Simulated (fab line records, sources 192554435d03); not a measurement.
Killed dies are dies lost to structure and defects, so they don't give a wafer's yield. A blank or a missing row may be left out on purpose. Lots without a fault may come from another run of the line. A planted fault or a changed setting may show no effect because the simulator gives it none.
Which tool did it? | flow n5_finfet | 10 lots, 30 wafers sampled, at 3 steps of a route of 1938

WHAT THE GAUGES READ, wafer by wafer
N5_PASSIVATION_OVL_MEAS_66.
lot  | measured     | on         | PASS_OPEN_OVL (nm)
L108 | day 13 08:02 | overlay-01 | -6 8 1
L109 | day 13 08:28 | overlay-01 | 4 -3 10
L107 | day 13 18:13 | overlay-01 | 4 -1 2
L110 | day 14 04:00 | overlay-01 | 5 -1 1
L115 | day 17 21:13 | overlay-01 | -7 -4 -3
L119 | day 18 07:32 | overlay-02 | -7 -10 -7
L122 | day 18 07:52 | overlay-02 | 0 8 -5
L125 | day 18 19:41 | overlay-02 | -7 6 -4
L126 | day 19 14:32 | overlay-01 | -7 -9 -3
L127 | day 19 19:34 | overlay-01 | 0 6 -4

WHICH TOOL RAN EACH LOT (tool, then ch and the chambers of the sampled wafers, then the start)
lot  | N5_BEOL_M7_ETCH_72                 | N5_PASSIVATION_ETCH_59
L108 | rie_diel-06 ch 0,2,3, day 10 08:54 | rie_metal-03 ch 0,1, day 13 06:50
L109 | rie_diel-06 ch 0,1, day 10 09:17   | rie_metal-02 ch 0,1, day 13 07:01
L107 | rie_diel-02 ch 0,2,3, day 10 12:46 | rie_metal-03 ch 0,1, day 13 16:52
L110 | rie_diel-06 ch 0,1,3, day 10 22:29 | rie_metal-02 ch 0,1, day 14 02:41
L115 | rie_diel-06 ch 0,1, day 14 18:10   | rie_metal-01 ch 0,1, day 17 19:56
L119 | rie_diel-02 ch 1,3, day 14 21:24   | rie_metal-01 ch 0,1, day 18 06:13
L122 | rie_diel-06 ch 1,2,3, day 15 07:07 | rie_metal-03 ch 0,1, day 18 06:26
L125 | rie_diel-03 ch 0,1,2, day 15 17:34 | rie_metal-01 ch 0,1, day 18 18:21
L126 | rie_diel-06 ch 0,2,3, day 16 05:09 | rie_metal-01 ch 0,1, day 19 13:05
L127 | rie_diel-06 ch 0,2,3, day 16 15:38 | rie_metal-02 ch 0,1, day 19 18:14
- N5_BEOL_M7_ETCH_72: etches underlayer in N2/H2, target depth 6.5 nm, time 5.2 s.
- N5_PASSIVATION_ETCH_59: etches TaN in Cl2/BCl3, target depth 65 nm, time 34.9 s.

THE ANSWER, worked out from the rows above alone
Rule: what is usual is taken from the lots themselves. Put in order of their means at a reading, lots are off if they are a third of the lots or fewer, leave a main group of 4 or more, and stand apart from it by a gap of 3 or more times the standard deviation of the main group's means; of several such gaps the widest counts. A main group whose means are all the same, to the digits that the tables above print for the reading, isn't used. A lot without any number at a reading at which 4 lots or more have one is off too. The other lots that the step has rows for count as sound.
No lot is off at any reading shown: from this, nothing can be told.

WHAT THE SIMULATOR HAD PUT IN
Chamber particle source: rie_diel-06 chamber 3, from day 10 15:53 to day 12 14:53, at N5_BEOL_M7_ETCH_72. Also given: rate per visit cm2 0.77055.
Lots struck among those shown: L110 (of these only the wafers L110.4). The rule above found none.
